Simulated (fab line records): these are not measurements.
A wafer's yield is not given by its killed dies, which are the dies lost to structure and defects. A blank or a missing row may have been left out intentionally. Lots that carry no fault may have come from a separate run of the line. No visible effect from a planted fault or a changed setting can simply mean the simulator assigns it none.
fab line records | flow n5_finfet
[record] lots = 4 | wafers = 12 | last_day = 18
route steps=1938 shown BEOL_M4@1048 PASSIVATION@1936
lots that met no fault: taken from a fault-free run of the same line
start_h: hours from the record's opening day to when the first of the lot's shown wafers began | wait_h: how many hours have passed since the lot's step before this one | " unchanged from the row above | L1.1+2: a row that stands for several wafers | - no value, or no start was given | * or withheld: withheld | < > ~ a bound
route shown NAME@n: names a module that has steps shown in the file, with the first one's number in the route | usual: average and standard deviation across the fault-free wafers | same: alike in all rows | chamber/n: place in a boat | sites: readings site by site | _std_site: the standard deviation of these | _edge_site: mean of outer sites minus mean of inner sites | radius_mm: for every site, how far away it sits from the centre of the wafer | mask NAME#n: copy n | behind: the most recent tool/chamber to have shaped the wafer | hold: cause of the lot's hold/its duration in hours/its outcome | device: names the non-switching transistor (n, p or np) | end of line: tests of these same wafers at the route's end | for a step that has no rows: nothing shown but its recipe | killed: count of dies lost to structure and defects at first sort (not the wafer's yield) | map: per-die view of a wafer (x killed, . not killed, _ where there is no die)
set.NAME: the setting the step ran with; set.NAME@STEP: the setting that earlier step ran with | model.NAME: the simulator's own value behind a step, which no gauge read
lots at selected steps of the route; one table per step, one row per wafer
services: when a tool's chamber went out of use (start_h, in hours from the record's first day, below 0 if earlier), for how many hours, and the reason
[[steps]]
[step N5_BEOL_M4_COAT_68]
[recipe] resist = SiARC | temp_c = 220 | time_s = 60 | spin_rpm = 1500 | resist_thk_nm = 12
[step N5_BEOL_M4_COAT_76]
[recipe] resist = underlayer | temp_c = 205 | time_s = 60 | spin_rpm = 1500 | resist_thk_nm = 5
[step N5_BEOL_M4_COAT_22]
[recipe] resist = CAR-EUV | spin_rpm = 1500 | resist_thk_nm = 30
[step N5_BEOL_M4_EBR_24]
[recipe] solvent = PGMEA | ebr_width_mm = 1.5
[step N5_BEOL_M4_SOFTBAKE_23]
[recipe] temp_c = 110 | time_s = 60 | resist = CAR-EUV
[step N5_BEOL_M4_EXPOSE_25]
[recipe] mask_id = V3 | na = 0.33 | source_shape = quasar | sigma_inner = 0.2 | sigma_outer = 0.8 | polarization = unpolarized | defocus_nm = 5 | dose_mj = 63
[step N5_BEOL_M4_PEB_26]
[recipe] peb_temp_c = 100 | peb_time_s = 60 | resist = CAR-EUV
[step N5_BEOL_M4_DEVELOP_27]
[recipe] develop_time_s = 30 | developer = TMAH | resist = CAR-EUV | rinse_liquid = surfactant_rinse | dry = air_spin | dev_temp_c = 23
[step N5_BEOL_M4_DESCUM_33]
[recipe] chemistry = O2 | time_s = 7 | source_power_w = 50 | bias_power_w = 20 | pressure_mtorr = 20 | rf_frequency_hz = 2.712e+07 | temp_c = 40 | resist = CAR-EUV | o2_flow_sccm = 225
[step N5_BEOL_M4_ETCH_77]
[recipe] chemistry = N2/H2 | target = underlayer | target_depth_a = 65 | mask_material = CAR-EUV | time_s = 5.2 | ion_energy_ev = 200 | pressure_mtorr = 30 | source_w = 840 | bias_w = 150 | n2_flow_sccm = 200 | h2_flow_sccm = 200 | ends = cleared
[usual] drypump_motor_current_A = 5.8/0.58 | etch_rf_on_time_s = 5.22/0.14 | oes_product_au = 0.67/0.076 | rf_vpp_V = 522.9/2.5 | showerhead_plenum_p_Torr = 2.52/0.083 | throttle_valve_pct = 17.89/0.2
lot.wafer | tool        | chamber | start_h | wait_h | drypump_motor_current_A | etch_rf_on_time_s | oes_product_au | rf_hours_counter_h | rf_vpp_V | showerhead_plenum_p_Torr | throttle_valve_pct
L615.1    | rie_diel-05 | 0       | 178.10  | 0.0    | 5.2                     | 5.51              | 0.57           | 224                | 524.3    | 2.63                     | 18.00
L615.3    | "           | 3       | "       | "      | 6.7                     | 5.37              | 0.60           | 204                | 519.8    | 2.41                     | 18.07
L615.4    | "           | 2       | "       | "      | 5.6                     | 5.25              | 0.66           | 137                | 523.7    | 2.54                     | 17.74
L624.1    | rie_diel-05 | 0       | 222.06  | 0.0    | 5.2                     | 5.46              | 0.56           | 240                | 526.6    | 2.63                     | 18.06
L624.3    | "           | 2       | "       | "      | 5.5                     | 5.19              | 0.65           | 153                | 524.2    | 2.53                     | 17.75
L624.5    | "           | 2       | "       | "      | 5.6                     | 5.20              | 0.66           | -                  | 523.3    | 2.53                     | 17.78
L628.1    | rie_diel-05 | 1       | 250.48  | 0.0    | 6.0                     | 5.05              | 0.69           | 94                 | 521.5    | 2.48                     | 18.09
L628.3    | "           | 3       | "       | "      | 6.7                     | 5.23              | 0.60           | 232                | 519.2    | 2.40                     | 18.12
L628.6    | "           | 1       | "       | "      | 5.9                     | 5.08              | 0.69           | -                  | 523.4    | 2.48                     | 18.08
L638.2    | rie_diel-05 | 0       | 321.59  | 0.0    | 5.3                     | 4.99              | 0.79           | 12                 | 525.6    | 2.61                     | 17.63
L638.3    | "           | 2       | "       | "      | 5.7                     | 5.19              | 0.64           | 171                | 522.3    | 2.52                     | 17.83
L638.6    | "           | 1       | "       | "      | 6.0                     | 5.09              | 0.66           | -                  | 523.7    | 2.47                     | 18.12
[step N5_BEOL_M4_ETCH_69]
[recipe] chemistry = CF4 | target = SiARC | target_depth_a = 156 | mask_material = CAR-EUV | time_s = 26 | ion_energy_ev = 80 | pressure_mtorr = 40 | source_w = 545 | bias_w = 36 | Ar_flow_sccm = 100 | cf4_flow_sccm = 100 | ends = cleared
[step N5_BEOL_M4_ALD_98]
[recipe] material = SiO2 | target_thk_a = 25 | temp_c = 100 | ald_precursor_family = BDEAS | ald_co_reactant = O2-plasma | pulse_time_s = 1 | co_reactant_pulse_time_s = 1 | purge_time_s = 2 | co_reactant_purge_time_s = 2 | ald_cycles = 17 | pressure_torr = 2
[step N5_BEOL_M4_ETCHBACK_99]
[recipe] chemistry = CHF3 | target = SiO2 | target_depth_a = 50 | time_s = 10.4 | source_w = 215 | bias_w = 47 | Ar_flow_sccm = 200 | CHF3_flow_sccm = 12 | ion_energy_ev = 100 | pressure_mtorr = 30
[step N5_BEOL_M4_ETCH_70]
[recipe] chemistry = N2/H2 | target = SOC | target_depth_a = 800 | overetch_a = 240 | mask_material = SiARC | temp_c = 40 | time_s = 130 | ion_energy_ev = 200 | pressure_mtorr = 30 | source_w = 840 | bias_w = 150 | n2_flow_sccm = 200 | h2_flow_sccm = 200
[step N5_BEOL_M4_STRIP_71]
[recipe] chemistry = N2/H2 | temp_c = 40 | n2_flow_sccm = 200 | h2_flow_sccm = 200 | rf_frequency_hz = 6e+07
[step N5_BEOL_M4_STRIP_78]
[recipe] chemistry = N2/H2 | temp_c = 40 | n2_flow_sccm = 200 | h2_flow_sccm = 200 | rf_frequency_hz = 6e+07
[step N5_BEOL_M4_VIA_ETCH_34]
[recipe] chemistry = C4F6/O2 | target_depth_a = 694 | mask_material = SOC | pressure_mtorr = 15 | ion_energy_ev = 250 | taper_deg = 4 | time_s = 65.9 | source_w = 350 | bias_w = 170 | Ar_flow_sccm = 300 | C4F6_flow_sccm = 10 | O2_flow_sccm = 10
[step N5_BEOL_M4_STRIP_83]
[recipe] chemistry = C4F6/O2 | resist = SiARC | rf_frequency_hz = 6e+07
[step N5_BEOL_M4_STRIP_36]
[recipe] chemistry = N2/H2 | power_w = 450 | temp_c = 40 | pressure_mtorr = 20 | rf_frequency_hz = 6e+07 | overash_fraction = 0.3 | bias_power_w = 7 | h2_frac = 0.5 | n2_flow_sccm = 200 | h2_flow_sccm = 200
[step N5_BEOL_M4_TRENCH_ETCH_37]
[recipe] chemistry = C4F6/O2 | target_depth_a = 555.55 | target = SiOC | time_s = 29.2 | ion_energy_ev = 250 | pressure_mtorr = 30 | source_w = 355 | bias_w = 185 | Ar_flow_sccm = 300 | C4F6_flow_sccm = 10 | O2_flow_sccm = 10
[step N5_BEOL_M4_ETCH_41]
[recipe] chemistry = CH3F/O2 | target = SiCN | target_depth_a = 299 | taper_deg = 2 | time_s = 52.5 | ion_energy_ev = 120 | mask_material = TiN | pressure_mtorr = 30 | source_w = 395 | bias_w = 75 | Ar_flow_sccm = 150 | CH3F_flow_sccm = 30 | O2_flow_sccm = 20
[step N5_BEOL_M4_STRIP_97]
[recipe] chemistry = N2/H2 | time_s = 10 | power_w = 450 | temp_c = 40 | pressure_mtorr = 20 | rf_frequency_hz = 6e+07 | bias_power_w = 7 | n2_flow_sccm = 200 | h2_flow_sccm = 200
[step N5_BEOL_M4_HM_STRIP_39]
[recipe] chemistry = peroxide_tin_strip | material = TiN | target_depth_a = 250 | temp_c = 50 | time_s = 158
[step N5_BEOL_M4_SRD_40]
[recipe] time_s = 30 | temp_c = 23 | rinse_liquid = diw | dry = ipa_marangoni
[step N5_BEOL_M4_PRECLEAN_42]
[recipe] chemistry = residue_remover | time_s = 60 | temp_c = 40
[step N5_BEOL_M4_SRD_43]
[recipe] time_s = 30 | temp_c = 23 | rinse_liquid = diw | dry = ipa_marangoni
[step N5_BEOL_M4_DEGAS_44]
[recipe] ambient = vacuum | temp_c = 250 | time_s = 60
[step N5_BEOL_M4_PRE_CLEAN_45]
[recipe] gas = H2/He | time_s = 30 | temp_c = 250
[step N5_BEOL_M4_ALD_84]
[recipe] material = TaN | target_thk_a = * | temp_c = 275 | ald_precursor_family = PDMAT | ald_co_reactant = NH3 | pressure_torr = 3 | carrier_flow_sccm = 1500 | pulse_time_s = 2 | purge_time_s = 3 | co_reactant_purge_time_s = 2 | co_reactant_pulse_time_s = 3 | ald_cycles = 30 | precursor_vessel_temp_c = 75 | precursor_vessel_pressure_torr = 26.25 | precursor_vessel_carrier_sccm = 1000
[step N5_BEOL_M4_SURFACE_TREAT_85]
[recipe] gas = Ar | time_s = * | ion_energy_ev = * | ion_current_ma_cm2 = 0.5 | pressure_mtorr = * | ar_flow_sccm = 30
[step N5_BEOL_M4_CVD_47]
[recipe] material = Co | target_thk_a = 30 | temp_c = withheld | precursor = CCTBA/H2 | pressure_torr = 30 | time_s = 223.8
[step N5_BEOL_M4_SPUTTER_48]
[recipe] material = Cu | target_thk_a = 45 | temp_c = -20 | chamber_pressure_pa = 0.07 | power_w = withheld | time_s = 8.29
[step N5_BEOL_M4_ANNEAL_49]
[recipe] temp_c = 400 | time_s = 240 | ambient = vacuum
[step N5_BEOL_M4_SPUTTER_79]
[recipe] material = Cu | target_thk_a = 45 | temp_c = -20 | chamber_pressure_pa = 0.07 | power_w = withheld | time_s = 8.29
[step N5_BEOL_M4_ANNEAL_80]
[recipe] temp_c = 400 | time_s = 240 | ambient = vacuum
[step N5_BEOL_M4_SPUTTER_81]
[recipe] material = Cu | target_thk_a = 45 | temp_c = -20 | chamber_pressure_pa = 0.07 | power_w = withheld | time_s = 8.29
[step N5_BEOL_M4_ANNEAL_82]
[recipe] temp_c = 400 | time_s = 240 | ambient = vacuum
[step N5_PASSIVATION_PROBE_49]
[usual] defect_limited_yield = 91.4/1.4 | killed_at_M0_to_M3 = 33/11 | killed_at_M4_up = 13/5.3 | killed_at_contacts = 13/6.1 | killed_at_front_end = 40/11 | killed_at_other = 2.9/2.7 | killed_dies = 102/17 | killed_open = 68/13 | killed_short = 32/7.5 | sort_bin_4_leakage = 0.00/0.022 | sort_bin_5_function = 5.1/0.98 | sort_bin_6_memory = 3.2/0.69 | sort_n_pass = 1077/21 | sort_yield_pct = 91.3/1.7
[same] gross_dies = 1180 | killed_at_back_side = 0 | sort_bin_8_speed[%] = 0
lot.wafer | tool      | chamber | start_h | wait_h | defect_limited_yield[%] | killed_at_M0_to_M3 | killed_at_M4_up | killed_at_contacts | killed_at_front_end | killed_at_other | killed_dies | killed_open | killed_short | sort_bin_4_leakage[%] | sort_bin_5_function[%] | sort_bin_6_memory[%] | sort_n_pass | sort_yield_pct[%]
L615.1    | prober-01 | -       | 296.79  | 0.0    | 92.5                    | 32                 | 12              | 9                  | 33                  | 2               | 88          | 49          | 38           | 0                     | 4.4                    | 2.9                  | 1092        | 92.5
L615.3    | prober-01 | -       | 296.89  | 0.1    | 91.3                    | 33                 | 6               | 14                 | 49                  | 1               | 103         | 64          | 35           | 0                     | 5.2                    | 3.0                  | 1077        | 91.3
L615.4    | prober-01 | -       | 296.94  | 0.2    | 91.9                    | 29                 | 14              | 15                 | 37                  | 1               | 96          | 65          | 30           | 0                     | 5.5                    | 2.3                  | 1084        | 91.9
L624.1    | prober-01 | -       | 349.32  | 0.0    | 84.2                    | 23                 | 123             | 6                  | 34                  | 1               | 187         | 51          | 25           | 0                     | 10.3                   | 3.7                  | 993         | 84.2
L624.3    | prober-01 | -       | 349.42  | 0.1    | 82.3                    | 26                 | 144             | 14                 | 25                  | 0               | 209         | 41          | 32           | 0                     | 11.5                   | 3.3                  | 971         | 82.3
L624.5    | prober-01 | -       | 349.52  | 0.2    | 84.5                    | 21                 | 130             | 3                  | 28                  | 1               | 183         | 33          | 22           | 0                     | 8.9                    | 3.5                  | 997         | 84.5
L628.1    | prober-01 | -       | 373.92  | 0.0    | 83.9                    | 18                 | 121             | 10                 | 41                  | 0               | 190         | 58          | 20           | 0                     | 9.8                    | 3.8                  | 990         | 83.9
L628.3    | prober-01 | -       | 374.02  | 0.1    | 84.7                    | 32                 | 98              | 13                 | 32                  | 6               | 181         | 74          | 22           | 0                     | 9.2                    | 4.2                  | 999         | 84.7
L628.6    | prober-01 | -       | 374.17  | 0.3    | 82.6                    | 23                 | 132             | 7                  | 41                  | 2               | 205         | 66          | 28           | 0                     | 10.5                   | 4.3                  | 975         | 82.6
L638.2    | prober-02 | -       | 437.18  | 0.1    | 92.2                    | 38                 | 10              | 5                  | 37                  | 2               | 92          | 59          | 31           | 0.25                  | 5.0                    | 2.5                  | 1085        | 91.9
L638.3    | prober-02 | -       | 437.23  | 0.1    | 93.6                    | 23                 | 5               | 1                  | 46                  | 0               | 75          | 54          | 21           | 0                     | 3.6                    | 2.2                  | 1105        | 93.6
L638.6    | prober-02 | -       | 437.38  | 0.3    | 90.0                    | 52                 | 8               | 7                  | 50                  | 1               | 118         | 70          | 48           | 0                     | 6.2                    | 3.6                  | 1062        | 90.0
// killed by level:class
L615.1 BEOL_M0_SAQP:geometric_particle:short=14 FIN_SAQP:geometric_particle:short=10 BEOL_M2:geometric_particle:open=10 MOL_CONTACT_COAG:geometric_particle:open=7 FIN_SAQP:geometric_particle:open=6 BEOL_M4:geometric_particle:open=5 DUMMY_GATE:geometric_particle:open=4 GATE_CUT:geometric_particle:short=4
L615.3 FIN_SAQP:geometric_particle:short=16 FIN_SAQP:geometric_particle:open=16 MOL_CONTACT_COAG:geometric_particle:open=13 BEOL_M3:geometric_particle:open=7 BEOL_M2:geometric_particle:open=5 BEOL_M3:geometric_particle:short=4 BEOL_M0_SAQP:geometric_particle:open=4 BEOL_M0:geometric_particle:open=4
L615.4 MOL_CONTACT_COAG:geometric_particle:open=13 FIN_SAQP:geometric_particle:open=10 FIN_SAQP:geometric_particle:short=8 BEOL_M2:geometric_particle:open=8 BEOL_M0_SAQP:geometric_particle:short=7 BEOL_M4:geometric_particle:open=5 GATE_CUT:geometric_particle:open=4 BEOL_M0_SAQP:geometric_particle:open=4
L624.1 BEOL_M4:unspecified=110 STI_FIN_REVEAL:geometric_particle:open=12 BEOL_M0_SAQP:geometric_particle:short=9 DUMMY_GATE:geometric_particle:open=8 FIN_SAQP:geometric_particle:short=5 MOL_CONTACT_COAG:geometric_particle:open=5 BEOL_M0_SAQP:geometric_particle:open=4 BEOL_M2:geometric_particle:open=4
L624.3 BEOL_M4:unspecified=130 BEOL_M0_SAQP:geometric_particle:short=10 MOL_CONTACT_COAG:geometric_particle:open=7 MOL_CONTACT_COAG:geometric_particle:short=7 BEOL_M4:geometric_particle:open=7 STI_FIN_REVEAL:geometric_particle:open=6 FIN_SAQP:geometric_particle:open=5 BEOL_M0_SAQP:geometric_particle:open=5
L624.5 BEOL_M4:unspecified=127 FIN_SAQP:geometric_particle:short=7 BEOL_M0_SAQP:geometric_particle:open=6 STARTING-WAFER:geometric_particle:short=5 FIN_SAQP:geometric_particle:open=4 BEOL_M1:geometric_particle:open=4 DUMMY_GATE:geometric_particle:open=3 MOL_CONTACT_COAG:geometric_particle:open=3
L628.1 BEOL_M4:unspecified=111 FIN_SAQP:geometric_particle:open=9 ILD0:geometric_particle:open=9 MOL_CONTACT_COAG:geometric_particle:open=9 BEOL_M3:geometric_particle:open=7 STI_FIN_REVEAL:geometric_particle:open=6 FIN_SAQP:geometric_particle:short=5 BEOL_M0_SAQP:geometric_particle:short=5
L628.3 BEOL_M4:unspecified=83 FIN_SAQP:geometric_particle:open=14 BEOL_M3:geometric_particle:open=12 MOL_CONTACT_COAG:geometric_particle:open=12 BEOL_M4:geometric_particle:open=7 BEOL_M2:geometric_particle:open=5 FIN_SAQP:geometric_particle:short=4 BEOL_M0_SAQP:geometric_particle:open=4
L628.6 BEOL_M4:unspecified=111 FIN_SAQP:geometric_particle:open=17 FIN_SAQP:geometric_particle:short=7 BEOL_M4:geometric_particle:open=7 MOL_CONTACT_COAG:geometric_particle:open=7 BEOL_M2:geometric_particle:open=6 BEOL_M0_SAQP:geometric_particle:open=5 BEOL_M3:geometric_particle:open=5
L638.2 BEOL_M0_SAQP:geometric_particle:short=10 BEOL_M1:geometric_particle:open=9 STI_FIN_REVEAL:geometric_particle:open=7 STARTING-WAFER:geometric_particle:open=7 BEOL_M3:geometric_particle:open=7 FIN_SAQP:geometric_particle:short=5 MOL_CONTACT_COAG:geometric_particle:open=5 BEOL_M2:geometric_particle:open=5
L638.3 BEOL_M3:geometric_particle:open=11 DUMMY_GATE:geometric_particle:open=10 FIN_SAQP:geometric_particle:short=9 STI_FIN_REVEAL:geometric_particle:open=9 GATE_CUT:geometric_particle:open=6 BEOL_M0_SAQP:geometric_particle:short=4 STARTING-WAFER:geometric_particle:open=4 FIN_SAQP:geometric_particle:open=3
L638.6 BEOL_M0_SAQP:geometric_particle:short=15 STI_FIN_REVEAL:geometric_particle:open=12 BEOL_M0_SAQP:geometric_particle:open=10 BEOL_M3:geometric_particle:open=10 GATE_CUT:geometric_particle:short=7 BEOL_M1:geometric_particle:open=7 FIN_SAQP:geometric_particle:short=6 MOL_CONTACT_COAG:geometric_particle:open=6
// map L624.3 (x killed, . not)
_________________.........x..________________
______________......x..........._____________
___________............x...........__________
__________....x..........x.........._________
________..........x.........x........._______
_______.............................x.x______
______..x............x.................._____
_____........x...........................____
____.......x...x..................x.......___
___..x................x..x.................__
___........x..x..x....x..............x....x__
__.x..x.x.......................x..........._
__.....x.xxx..............x......x..x......._
_.......xxxxxx.......x..............x....xx..
_.....xxxxxxxx.x.x.x..x.x....................
_..x.xxxxxxxxxx....xx........x..............x
_.x.xxxxxxxxxxxxx..........x..x..............
_..xxxxxxxxxxxxxxx..............xx..........x
_.xxxxxxxxxxxxxx.x......xxx.........x......xx
_x.xxxxxxxxxxxxxx.........x.................x
_.xxxxxxxxxxxxxxx....x.........x.....x..x....
__xx.xxxxxxxxxx.x........................x.._
__....xx.x.xx..x...x........................_
___.x..xxx...x...x.........x...............__
___......x..x......xx......................__
____.........x...x..........x.............___
_____................x.......x...........____
______..........x......x....x..........._____
_______..............................x.______
________.............................._______
__________...x.................x...._________
___________x.......................__________
______________...........x......_____________
_________________............________________
// map L628.6 (x killed, . not)
_________________............________________
______________.x................_____________
___________..........x.....x.......__________
__________..................xx....xx_________
________.........x.......x......xxxxxx_______
_______........................xxxxxxxx______
______..............x.........xxxxxxxxxx_____
_____......................x..xxxxxxxxxxx____
____....x.....................xxxxxxxxxxxx___
___.......x.........x.......xxxxxxxxxxxxxx.__
___.x....................x..xxxxxxxxxxxxxxx__
__........xx.......x.........xxxxxxxxxxxxx.._
__.............x........x......xxxxxxxxxx.x._
_...........................x...xxxxxxx..xx..
_.......x.........................x.xxxx.....
_.......x.................x..........x.......
_.......x.........................x.........x
_.x.x....x....x.....x......x...........x.....
_.x..x..x....x.........x.....................
_..............xx.....x...............x......
_.......x..x...x...x...x..x......x...x.......
__....x..x.....x...............x..x..x......_
__...x.........x...........xx.....x........._
___...x....x.........x......x..............__
___x............x............xx............__
____....................x.................___
_____......x...........x.................____
______...........x...x.........x....x..._____
_______................................______
________.......x................x....._______
__________...............x.x.x..x..._________
___________..x..................x..__________
______________x..x.............._____________
_________________.....xx.....________________
[[services]]
tool        | chamber | start_h | hours | kind
rie_diel-05 | 0       | 156.68  | 4.6   | repair
rie_diel-05 | -       | 236.83  | 0.2   | repair
rie_diel-05 | 0       | 265.60  | -     | clean
rie_diel-05 | 0       | 265.60  | -     | consumable_replace:focus_ring
rie_diel-05 | 0       | 265.60  | 22.7  | scheduled_down
rie_diel-05 | 0       | 265.60  | 22.7  | vent_cycle
rie_diel-05 | -       | 273.86  | 14.6  | pm
rie_diel-05 | 3       | 314.94  | 11.0  | repair
[[key]]
[first_sign] step = N5_PASSIVATION_PROBE_49 | reading = killed_at_M4_up | direction = up | sigmas = 21 | usual = 13 | struck = 125
[effect] step = N5_PASSIVATION_PROBE_49 | reading = killed_dies | direction = up | sigmas = 5.3 | usual = 102 | struck = 192
[more_kills_born_at] N5_BEOL_M4_ETCH_77@rie_diel-05 = 672
met_at N5_BEOL_M4_ETCH_77
struck_wafers L624.1,L624.3,L624.5,L628.1,L628.3,L628.6
onset_between 178.10 222.06
[fault] kind = chamber_particle_source | tool = rie_diel-05 | chamber = - | onset_h = 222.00 | steps = N5_BEOL_M4_ETCH_77 | rate_per_visit_cm2 = 0.90792 | end_h = 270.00
